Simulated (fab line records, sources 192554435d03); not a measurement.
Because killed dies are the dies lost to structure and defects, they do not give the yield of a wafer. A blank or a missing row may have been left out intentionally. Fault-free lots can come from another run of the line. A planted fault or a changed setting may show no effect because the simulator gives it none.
fab line records | flow n5-finfet
record lots=9 wafers=27 last-day=19
route steps=1938 shown FIN_SAQP@114 BEOL_M4@1111 PASSIVATION@1936
lots untouched by any fault: they come from a run of this same line in which no faults occurred
start-h: the number of hours between the record's first day and the start of the first shown wafer of the lot | wait-h: time in hours since the lot's previous step | " as in the row above | L1.1+2: one row covering several wafers at once | - no value, or no start given | * or withheld: withheld | < > ~ a bound
route shown NAME@n: a module of which the file shows steps, and the number in the route of the first | usual: mean and standard deviation over wafers with no fault | same: alike in all rows | chamber/n: place in a boat | sites: per-site readings | _std_site: standard deviation across them | _edge_site: inner sites' mean taken away from outer sites' mean | radius-mm: how far each site lies from the wafer's centre | mask NAME#n: copy n | behind: the last tool/chamber to shape the wafer | hold: cause of the lot's hold/its duration in hours/its outcome | device: whichever transistor did not switch (one of n, p or np) | end of line: the tests these same wafers got at the end of their route | for a step that has no rows: nothing shown but its recipe | killed: the dies lost at the first sort to structure and to defects; this is not the yield of the wafer | map: dies across one wafer; x = killed, . = not, _ = none there
set.NAME: the setting the step ran with; set.NAME@STEP: the setting that earlier step ran with | model.NAME: the simulator's own value behind a step, which no gauge read
steps of the route over a sample of lots; a table a step, a row a wafer
services: a tool's chamber out of use, with start hour (start-h, from the record's first day; less than 0 if before it), hours out, and reason
## steps
# step N5_FIN_SAQP_DESCUM_21
# recipe chemistry=O2 time-s=7.9 source-power-w=50 bias-power-w=20 pressure-mtorr=20 rf-frequency-hz=2.712e+07 temp-c=40 resist=CAR-ArF o2-flow-sccm=225
# usual drypump-motor-current-A=5.7/0.43 oes-product-au=0.78/0.091 rf-vpp-V=243.3/1.1 showerhead-plenum-p-Torr=2.11/0.045 throttle-valve-pct=20.47/0.22
# columns lot.wafer tool chamber start-h wait-h drypump-motor-current-A oes-product-au rf-hours-counter-h rf-vpp-V showerhead-plenum-p-Torr throttle-valve-pct
L638.1 rie-diel-05 1 46.09 0.0 5.4 0.77 130 243.6 2.09 20.57
L638.3 " 2 " " 5.5 0.71 175 241.9 2.09 20.39
L638.4 " 0 " " 6.2 0.75 129 244.2 2.12 20.73
L639.1 rie-diel-06 3 52.57 0.0 5.8 0.75 135 243.0 2.11 20.53
L639.3 " 2 " " 6.3 0.75 165 242.2 2.07 20.37
L639.6 " 2 " " 6.3 0.75 - 242.6 2.07 20.37
L641.1 rie-diel-06 2 63.94 0.1 6.3 0.74 168 243.0 2.07 20.36
L641.2 " 3 " " 5.8 0.75 138 243.4 2.11 20.54
L641.5 " 3 " " 5.8 0.75 - 244.9 2.11 20.53
L646.1 rie-diel-06 3 94.83 0.1 5.8 0.75 148 243.7 2.11 20.55
L646.3 " 1 " " 5.8 0.91 13 245.2 2.12 19.93
L646.5 " 1 " " 5.7 0.90 - 242.7 2.12 19.94
L648.3 rie-diel-02 3 107.49 0.0 6.4 0.68 250 242.7 1.97 20.68
L648.5 " 3 " " 6.4 0.68 - 238.8 1.97 20.67
L648.6 " 1 " " 5.0 0.72 - 242.5 2.08 20.48
L652.2 rie-diel-05 0 130.66 0.0 6.2 0.73 153 242.6 2.11 20.79
L652.3 " 1 " " 5.4 0.75 157 243.5 2.08 20.60
L652.6 " 0 " " 6.2 0.74 - 242.8 2.11 20.78
L655.1 rie-diel-06 1 147.29 0.0 5.7 0.88 30 244.0 2.11 19.98
L655.4 " 0 " " 5.8 0.90 24 243.6 2.13 20.36
L655.6 " 2 " " 6.3 0.72 - 244.5 2.06 20.42
L656.1 rie-diel-02 1 153.47 0.0 5.0 0.70 218 243.9 2.07 20.52
L656.3 " 3 " " 6.4 0.98 3 246.2 2.23 20.23
L656.4 " 2 " " 5.8 0.88 35 243.6 2.13 20.36
L657.1 rie-diel-02 3 159.71 0.3 6.3 0.97 7 245.5 2.23 20.24
L657.3 " 3 " " 6.4 0.97 - 245.3 2.23 20.24
L657.6 " 2 " " 5.8 0.88 - 243.8 2.13 20.36
# step N5_FIN_SAQP_ETCH_65
# recipe chemistry=CF4 target=SiO2 target-depth-a=40 ion-energy-ev=350 time-s=4.4 pressure-mtorr=10 icp-w=800 bias-w=400 cf4-flow-sccm=80
# usual drypump-motor-current-A=5.7/0.49 oes-product-au=0.993/0.017 throttle-valve-pct=21.72/0.23
# columns lot.wafer tool chamber start-h wait-h drypump-motor-current-A oes-product-au rf-hours-counter-h throttle-valve-pct
L638.1 rie-si-01 0 48.35 0.1 6.2 0.988 139 21.95
L638.3 " 3 " " 6.3 1.010 118 21.36
L638.4 " 1 " " 4.9 0.979 1 21.59
L639.1 rie-si-01 3 54.73 0.1 6.4 0.998 118 21.35
L639.3 " 2 " " 5.7 0.972 94 21.95
L639.6 " 0 " " 6.2 0.980 - 21.96
L641.1 rie-si-02 3 66.18 0.1 5.3 0.983 141 21.85
L641.2 " 0 " " 6.2 0.972 4 21.36
L641.5 " 0 " " 6.2 0.978 - 21.37
L646.1 rie-si-01 2 97.78 0.1 5.6 0.975 95 21.95
L646.3 " 3 " " 6.4 1.210 119 21.44
L646.5 " 0 " " 6.2 1.002 - 21.97
L648.3 rie-si-01 0 109.77 0.1 6.2 1.198 140 22.05
L648.5 " 3 " " 6.4 1.024 - 21.37
L648.6 " 2 " " 5.7 1.184 - 22.03
L652.2 rie-si-02 1 132.95 0.1 5.7 1.022 2 21.65
L652.3 " 2 " " 5.5 0.975 63 22.14
L652.6 " 1 " " 5.7 1.022 - 21.63
L655.1 rie-si-04 0 149.51 0.1 5.8 1.000 3 21.84
L655.4 " 2 " " 5.4 1.026 107 21.84
L655.6 " 3 " " 5.0 1.000 - 21.79
L656.1 rie-si-02 3 155.72 0.1 5.4 0.988 143 21.86
L656.3 " 2 " " 5.5 0.972 64 22.13
L656.4 " 1 " " 5.8 1.015 2 21.63
L657.1 rie-si-04 1 162.01 0.1 5.2 0.981 131 21.63
L657.3 " 2 " " 5.4 1.029 108 21.82
L657.6 " 0 " " 5.8 1.002 - 21.84
# step N5_FIN_SAQP_STRIP_70
# recipe chemistry=N2/H2 power-w=500 temp-c=40 pressure-mtorr=50 rf-frequency-hz=6e+07 overash-fraction=0.3 bias-power-w=28 h2-frac=0.5 n2-flow-sccm=300 h2-flow-sccm=300
# usual drypump-motor-current-A=5.7/0.47 h2-flow-sccm=300.0/0.89 n2-flow-sccm=300.0/0.95 oes-product-au=0.77/0.085 rf-vpp-V=122.0/0.88 showerhead-plenum-p-Torr=3.36/0.089 throttle-valve-pct=18.92/0.22
# columns lot.wafer tool chamber start-h wait-h drypump-motor-current-A h2-flow-sccm n2-flow-sccm oes-product-au rf-hours-counter-h rf-vpp-V showerhead-plenum-p-Torr throttle-valve-pct
L638.1 rie-diel-02 1 49.02 0.0 5.0 299.9 299.5 0.73 180 120.8 3.33 18.91
L638.3 " 3 " " 6.3 301.4 299.9 0.69 228 121.5 3.16 18.53
L638.4 " 0 " " 5.2 299.1 299.0 0.72 183 122.7 3.46 19.11
L639.1 rie-diel-05 1 55.63 0.0 5.4 298.8 300.1 0.77 135 120.7 3.37 18.95
L639.3 " 0 " " 6.2 299.6 299.0 0.76 133 121.9 3.36 18.99
L639.6 " 0 " " 6.2 299.5 298.9 0.75 - 121.2 3.36 18.98
L641.1 rie-diel-06 3 66.84 0.0 5.8 300.2 300.6 0.75 140 121.5 3.34 18.68
L641.2 " 1 " " 5.7 299.9 298.8 0.93 4 123.0 3.47 18.80
L641.5 " 3 " " 5.8 298.7 299.9 0.74 - 122.1 3.34 18.69
L646.1 rie-diel-02 3 98.45 0.0 6.4 300.6 300.8 0.68 246 120.2 3.15 18.55
L646.3 " 1 " " 5.0 301.1 302.1 0.72 198 121.7 3.32 18.94
L646.5 " 1 " " 5.0 300.0 302.0 0.72 - 121.0 3.32 18.93
L648.3 rie-diel-06 1 110.43 0.0 5.7 299.8 299.1 0.89 19 121.4 3.46 18.83
L648.5 " 2 " " 6.3 300.2 300.6 0.73 - 121.3 3.33 18.81
L648.6 " 1 " " 5.7 298.6 300.4 0.89 - 122.5 3.46 18.83
L652.2 rie-diel-06 1 133.65 0.0 5.7 300.5 301.2 0.88 26 122.6 3.46 18.83
L652.3 " 2 " " 6.3 299.8 300.0 0.72 191 123.6 3.33 18.84
L652.6 " 1 " " 5.7 300.9 300.1 0.88 - 123.1 3.46 18.85
L655.1 rie-diel-06 1 150.17 0.0 5.8 300.3 300.9 0.87 31 122.7 3.45 18.87
L655.4 " 2 " " 6.3 298.8 302.3 0.72 195 121.7 3.32 18.83
L655.6 " 1 " " 5.7 299.3 300.6 0.87 - 122.6 3.46 18.84
L656.1 rie-diel-05 3 156.38 0.0 5.3 300.2 300.4 0.90 22 121.9 3.44 19.22
L656.3 " 1 " " 5.4 300.9 300.5 0.74 165 121.9 3.35 18.98
L656.4 " 0 " " 6.3 300.2 300.5 0.73 162 122.3 3.34 19.03
L657.1 rie-diel-06 3 162.67 0.0 5.8 299.7 301.1 0.72 171 121.4 3.32 18.73
L657.3 " 0 " " 5.8 298.4 298.4 0.90 29 123.9 3.40 19.18
L657.6 " 3 " " 5.8 299.3 300.9 0.72 - 121.4 3.32 18.73
# step N5_FIN_SAQP_RECESS_71
# recipe chemistry=HF/NH3 target=SiO2 target-depth-a=30 afs-cycles=1 temp-c=30 sublimation-temp-c=180 sublimation-time-s=60
# usual drypump-motor-current-A=5.6/0.51 sublimation-temp-c=180.02/0.15
# columns lot.wafer tool chamber start-h wait-h drypump-motor-current-A sublimation-temp-c
L638.1 vapor-etch-02 0 49.08 0.0 5.5 179.88
L638.3 " 0 " " 5.5 180.04
L638.4 " 1 " " 6.3 179.93
L639.1 vapor-etch-01 1 55.69 0.0 5.9 180.03
L639.3 " 1 " " 5.9 180.22
L639.6 " 0 " " 5.0 180.01
L641.1 vapor-etch-01 1 66.90 0.0 5.9 180.05
L641.2 " 0 " " 5.0 180.09
L641.5 " 0 " " 5.0 180.04
L646.1 vapor-etch-02 0 98.51 0.0 5.5 179.83
L646.3 " 0 " " 5.5 179.84
L646.5 " 1 " " 6.3 179.67
L648.3 vapor-etch-02 0 110.53 0.1 5.5 180.07
L648.5 " 1 " " 6.3 179.99
L648.6 " 0 " " 5.5 179.87
L652.2 vapor-etch-01 1 133.72 0.0 5.9 179.85
L652.3 " 1 " " 5.9 180.08
L652.6 " 0 " " 5.0 180.07
L655.1 vapor-etch-01 0 150.34 0.2 4.9 179.94
L655.4 " 0 " " 4.9 180.11
L655.6 " 0 " " 4.9 179.85
L656.1 vapor-etch-01 0 156.45 0.0 5.0 180.10
L656.3 " 0 " " 5.0 179.96
L656.4 " 1 " " 5.9 180.28
L657.1 vapor-etch-02 1 162.73 0.0 6.3 180.17
L657.3 " 1 " " 6.3 180.26
L657.6 " 0 " " 5.5 179.95
# step N5_BEOL_M4_RC_MEAS_101
# usual DIBL_N=36.0/1.6 DIBL_P=35.8/2 IOFF_N=0.152/0.03 IOFF_P=0.20/0.031 ION_N=670/12 ION_P=459/7.4 SS_N=71.5/0.56 SS_P=73.2/0.64 VT_N=251/3.5 VT_P=-252/3.3
# columns lot.wafer tool chamber start-h wait-h DIBL_N[mV/V] DIBL_P[mV/V] IOFF_N[nA/um] IOFF_P[nA/um] ION_N[uA/um] ION_P[uA/um] SS_N[mV/dec] SS_P[mV/dec] VT_N[mV] VT_P[mV]
L638.1 prober-01 0 219.21 0.0 37.4 36.7 0.151 0.20 674 461 71.8 73.6 253 -252
L638.3 " 0 " " 35.9 35.6 0.125 0.18 656 455 71.3 73.2 255 -250
L638.4 " 0 " " 37.2 37.0 0.155 0.20 680 463 72.1 73.6 250 -253
L639.1 prober-01 0 238.45 0.0 33.6 34.2 0.113 0.19 644 456 71.4 72.4 255 -247
L639.3 " 0 " " 36.9 38.5 0.172 0.26 676 473 71.7 73.6 248 -245
L639.6 " 0 " " 34.7 35.2 0.136 0.21 673 473 71.2 72.9 253 -248
L641.1 prober-01 0 241.38 0.0 33.4 30.6 0.099 0.15 645 449 70.3 71.7 256 -254
L641.2 " 0 " " 34.5 33.8 0.123 0.19 671 467 70.3 72.5 252 -251
L641.5 " 0 " " 36.9 35.4 0.152 0.20 662 460 72.2 73.3 249 -249
L646.1 prober-02 0 281.04 0.0 34.8 32.6 0.118 0.14 665 452 71.1 72.2 250 -256
L646.3 " 0 " " 36.3 34.5 0.143 0.17 661 451 70.6 72.8 248 -253
L646.5 " 0 " " 40.9 40.2 0.233 0.25 689 461 72.9 74.1 242 -250
L648.3 prober-01 0 285.29 0.3 34.8 36.5 0.157 0.21 672 461 71.3 72.7 249 -250
L648.5 " 0 " " 37.0 39.1 0.203 0.26 695 470 71.8 73.6 245 -246
L648.6 " 0 " " 37.5 39.4 0.224 0.26 686 466 72.0 73.6 243 -248
L652.2 prober-02 0 294.19 0.2 35.6 35.8 0.151 0.20 687 469 71.3 73.7 250 -250
L652.3 " 0 " " 35.3 35.7 0.146 0.20 674 461 70.9 73.4 248 -251
L652.6 " 0 " " 36.1 35.7 0.150 0.20 673 459 71.2 72.6 249 -249
L655.1 prober-02 0 315.94 0.0 35.4 35.1 0.126 0.16 651 441 71.2 72.9 253 -254
L655.4 " 0 " " 35.7 37.0 0.139 0.18 671 461 71.3 73.1 253 -252
L655.6 " 0 " " 38.8 40.0 0.190 0.23 671 449 72.2 74.8 247 -251
L656.1 prober-01 0 342.77 0.0 35.3 36.1 0.156 0.23 681 467 71.0 73.7 248 -249
L656.3 " 0 " " 35.7 36.1 0.171 0.22 677 468 71.2 74.0 249 -250
L656.4 " 0 " " 37.0 37.1 0.177 0.23 676 465 71.9 74.4 251 -250
L657.1 prober-02 0 347.34 0.0 34.3 34.4 0.129 0.17 655 454 70.4 72.7 250 -253
L657.3 " 0 " " 31.8 30.1 0.087 0.11 632 435 71.7 71.6 259 -261
L657.6 " 0 " " 33.2 32.1 0.113 0.14 658 449 71.2 72.2 255 -258
# step N5_PASSIVATION_PROBE_49
# usual defect-limited-yield=91.6/1.4 killed_at_M0_to_M3=33/10 killed_at_M4_up=13/5.3 killed-at-contacts=13/5.9 killed-at-front-end=36/12 killed-at-other=4/3.1 killed-dies=99/16 killed-open=65/13 killed-short=32/7.3 sort_bin_5_function=4.9/0.9 sort_bin_6_memory=3.1/0.66 sort_bin_8_speed=0.0/0.42 sort-n-pass=1081/17 sort-yield-pct=91.6/1.4
# same gross-dies=1180 killed-at-back-side=0 sort_bin_4_leakage[%]=0
# columns lot.wafer tool chamber start-h wait-h defect-limited-yield[%] killed_at_M0_to_M3 killed_at_M4_up killed-at-contacts killed-at-front-end killed-at-other killed-dies killed-open killed-short sort_bin_5_function[%] sort_bin_6_memory[%] sort_bin_8_speed[%] sort-n-pass sort-yield-pct[%]
L641.1 prober-01 - 341.40 0.0 91.7 31 13 9 42 3 98 64 33 5.5 2.4 0 1082 91.7
L641.2 prober-01 - 341.45 0.1 90.8 28 8 14 40 18 108 69 36 6.0 3.1 0 1072 90.8
L641.5 prober-01 - 341.60 0.2 91.1 32 17 19 36 1 105 74 30 5.5 3.2 0 1075 91.1
L648.6 prober-01 - 398.17 0.3 91.5 22 12 21 41 4 100 52 46 4.6 3.4 0 1080 91.5
L652.2 prober-01 - 404.33 0.1 93.4 18 13 11 28 8 78 50 25 3.7 2.7 0 1102 93.4
L652.3 prober-01 - 404.38 0.1 92.6 22 16 13 31 5 87 56 27 4.5 2.4 0 1093 92.6
L652.6 prober-01 - 404.53 0.3 91.5 30 18 5 42 5 100 58 35 4.7 3.6 0 1080 91.5
# killed by level:class
L641.1 BEOL_M3:geometric-particle:open=15 STI_FIN_REVEAL:geometric-particle:open=13 FIN_SAQP:geometric-particle:open=10 FIN_SAQP:geometric-particle:short=8 GATE_CUT:geometric-particle:short=5 MOL_CONTACT_COAG:geometric-particle:open=5 MOL_CONTACT_COAG:geometric-particle:short=4 BEOL_M0_SAQP:geometric-particle:short=4
L641.2 FIN_SAQP:geometric-particle:open=16 MOL_CONTACT_COAG:geometric-particle:open=9 BEOL_M0_SAQP:geometric-particle:open=9 STI_FIN_REVEAL:geometric-particle:open=8 PASS1_CAP:geometric-particle:open=6 MIM_BOT:geometric-particle:short=5 PASS1_CAP:geometric-particle:short=5 FIN_SAQP:geometric-particle:short=4
L641.5 MOL_CONTACT_COAG:geometric-particle:open=14 FIN_SAQP:geometric-particle:open=10 BEOL_M0_SAQP:geometric-particle:open=6 STI_FIN_REVEAL:geometric-particle:open=5 GATE_CUT:geometric-particle:open=5 MOL_CONTACT_COAG:geometric-particle:short=5 BEOL_M1:geometric-particle:open=5 BEOL_M4:geometric-particle:open=5
L648.6 FIN_SAQP:geometric-particle:short=20 MOL_CONTACT_COAG:geometric-particle:open=15 BEOL_M0_SAQP:geometric-particle:short=10 FIN_SAQP:geometric-particle:open=9 MOL_CONTACT_COAG:geometric-particle:short=6 BEOL_M5:geometric-particle:open=6 BEOL_M0_SAQP:geometric-particle:open=5 PASS1_CAP:geometric-particle:short=4
L652.2 MOL_CONTACT_COAG:geometric-particle:open=8 GATE_CUT:geometric-particle:short=7 FIN_SAQP:geometric-particle:short=6 MIM_BOT:geometric-particle:open=5 BEOL_M0_SAQP:geometric-particle:short=5 DUMMY_GATE:geometric-particle:open=4 BEOL_M3:geometric-particle:open=4 BEOL_M5:geometric-particle:open=4
L652.3 MOL_CONTACT_COAG:geometric-particle:open=12 GATE_CUT:geometric-particle:open=8 BEOL_M3:geometric-particle:open=7 BEOL_M0_SAQP:geometric-particle:open=6 BEOL_M4:geometric-particle:open=6 BEOL_M4:geometric-particle:short=4 STI_FIN_REVEAL:geometric-particle:open=3 GATE_CUT:geometric-particle:short=3
L652.6 GATE_CUT:geometric-particle:short=9 BEOL_M0_SAQP:geometric-particle:short=7 GATE_CUT:geometric-particle:open=6 BEOL_M0_SAQP:geometric-particle:open=6 BEOL_M5:geometric-particle:open=6 STI_FIN_REVEAL:geometric-particle:open=5 BEOL_M3:geometric-particle:open=5 STARTING-WAFER:geometric-particle:short=4
## services
# columns tool chamber start-h hours kind
rie-diel-06 1 34.43 - clean
rie-diel-06 1 34.43 - consumable-replace:focus-ring
rie-diel-06 1 34.43 17.1 scheduled-down
rie-diel-06 1 34.43 17.1 vent-cycle
vapor-etch-01 - 51.00 0.1 repair
rie-diel-06 0 51.97 - clean
rie-diel-05 - 61.93 2.8 pm
rie-diel-05 3 66.19 7.2 repair
rie-diel-06 0 67.14 4.2 repair
rie-si-02 3 67.58 13.5 repair
rie-si-02 - 88.26 0.2 repair
rie-diel-02 2 98.10 16.2 repair
vapor-etch-01 - 100.16 4.0 pm
rie-si-02 2 108.47 4.5 repair
rie-si-04 0 109.72 2.6 repair
rie-diel-05 3 118.81 5.5 repair
rie-si-04 1 124.00 9.2 repair
rie-si-04 2 126.55 4.9 repair
rie-si-04 - 137.41 2.8 pm
rie-si-02 - 147.81 6.2 repair
rie-si-04 3 149.84 37.9 repair
rie-diel-02 0 153.84 5.9 repair
rie-diel-02 1 156.34 5.9 repair
rie-si-04 2 162.24 7.5 repair
## key
first-sign step=N5_FIN_SAQP_ETCH_65 reading=oes-product-au direction=up sigmas=12 usual=0.993 struck=1.197
effect none on later readings
met-at N5_FIN_SAQP_ETCH_65
struck-lots L646,L648
struck-wafers L646.3,L648.3,L648.6
not-acting-at N5_FIN_SAQP_DESCUM_21,N5_FIN_SAQP_STRIP_70,N5_FIN_SAQP_RECESS_71
onset-between 54.73 97.78
fault kind=process-parameter-drift tool=rie-si-01 chamber=- onset-h=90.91 steps=N5_FIN_SAQP_ETCH_65 channel=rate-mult offset=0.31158 shape=step end-h=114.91 scope=struck-wafers-only
